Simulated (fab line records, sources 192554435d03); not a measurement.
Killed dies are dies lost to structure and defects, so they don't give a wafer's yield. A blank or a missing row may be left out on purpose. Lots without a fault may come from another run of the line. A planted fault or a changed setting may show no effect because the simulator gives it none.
Split-lot experiment | flow n5_finfet | 7 lots, 21 wafers read, on a route of 1938 steps

THE SPLIT
At N5_MOL_CONTACT_COAG_EXPOSE_81 (exposes mask VG, defocus 0 nm), the setting dose_mj was moved away from the recipe's 59.5 on 5 of the 21 wafers read, by -4.5% to +5.7%. The other wafers ran this setting at the recipe's value.

FROM THE SPLIT TO THE READING: what the file shows between them, 2 steps
- N5_MOL_CONTACT_COAG_PEB_82: peb time 60 s
- N5_MOL_CONTACT_COAG_DEVELOP_83: develop time 30 s

THE READING
cd_nm, in nm, at N5_MOL_CONTACT_COAG_CD_MEAS_84 (target cd 25.1 nm). Fault-free wafers of this fab line usually give 25.10 nm, standard deviation 0.23 nm.

wafer  | tool, chamber at the split | dose_mj as run | against the recipe | cd_nm, nm | against lot-mates on the recipe
L079.1 | euv_scanner-02, 0          | 57.71          | -3.0%              | 24.50     | -0.52
L079.3 | euv_scanner-02, 0          | 59.5           | recipe             | 25.26     | -
L079.5 | euv_scanner-02, 0          | 59.5           | recipe             | 24.78     | -
L080.2 | euv_scanner-02, 0          | 59.5           | recipe             | 25.04     | -
L080.4 | euv_scanner-02, 0          | 59.5           | recipe             | 25.27     | -
L080.5 | euv_scanner-02, 0          | 59.5           | recipe             | 25.23     | -
L084.2 | euv_scanner-02, 0          | 59.5           | recipe             | 25.13     | -
L084.3 | euv_scanner-02, 0          | 59.5           | recipe             | 24.95     | -
L084.4 | euv_scanner-02, 0          | 59.5           | recipe             | 25.21     | -
L089.2 | euv_scanner-01, 0          | 59.5           | recipe             | 25.19     | -
L089.3 | euv_scanner-01, 0          | 59.5           | recipe             | 25.01     | -
L089.6 | euv_scanner-01, 0          | 59.5           | recipe             | 24.76     | -
L091.3 | euv_scanner-01, 0          | 62.89          | +5.7%              | 26.23     | +1.05
L091.5 | euv_scanner-01, 0          | 62.89          | +5.7%              | 26.25     | +1.07
L091.6 | euv_scanner-01, 0          | 59.5           | recipe             | 25.18     | -
L096.1 | euv_scanner-02, 0          | 59.5           | recipe             | 24.99     | -
L096.4 | euv_scanner-02, 0          | 59.5           | recipe             | 25.00     | -
L096.5 | euv_scanner-02, 0          | 56.81          | -4.5%              | 24.40     | -0.59
L097.2 | euv_scanner-02, 0          | 59.5           | recipe             | 25.12     | -
L097.4 | euv_scanner-02, 0          | 59.5           | recipe             | 24.85     | -
L097.6 | euv_scanner-02, 0          | 61.55          | +3.4%              | 25.64     | +0.66

THE FIT
A straight line over all 21 wafers: cd_nm changes by +0.188 nm for each +1% of dose_mj; r = +0.94; the points scatter about the line by 0.16 nm.
The same after taking each lot's own level away (the mean of its wafers on the recipe; 21 wafers): +0.174 nm for each +1%; r = +0.95; scatter 0.14 nm.
On that fit, the largest move of dose_mj shifts the reading by 0.99 nm.
The lots' own levels span 24.985 to 25.180 nm, that is 0.8 times the standard deviation above.
So the lot-to-lot level changes the slope little: the two slopes agree.
Check: with one of the wafers moved furthest among these (+5.7%) left out of the fit, the line predicts +0.988 nm for it against its lot-mates. It came out at +1.05 nm against them.

OTHER SPLITS ON THESE WAFERS
These wafers also went through other splits before the reading. Each is held against what the fit with the lots' levels taken away leaves over:
other split on the same wafers            | wafers away from the commonest value | r with cd_nm (lot level and that fit taken away)
N5_WELL_APT_EXPOSE_05 dose_mj             | 5                                    | -0.03
N5_WELL_APT_DESCUM_13 time_s              | 7                                    | -0.03
N5_PMOS_HMC_CHANNEL_EPI_EXPOSE_06 dose_mj | 7                                    | -0.17
N5_PMOS_HMC_CHANNEL_EPI_PEB_07 peb_time_s | 7                                    | +0.26
N5_SD_EPI_N_ETCH_45 target_depth_a        | 8                                    | +0.23
N5_SD_EPI_P_PEB_07 peb_time_s             | 7                                    | -0.04
N5_SD_EPI_P_ETCH_37 source_w              | 9                                    | -0.16
N5_HKMG_FIN_ETCH_54 source_w              | 7                                    | -0.05

THE FILE'S OWN FIT
cd_nm changes by +0.17 nm for each +1% of dose_mj, r = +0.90.
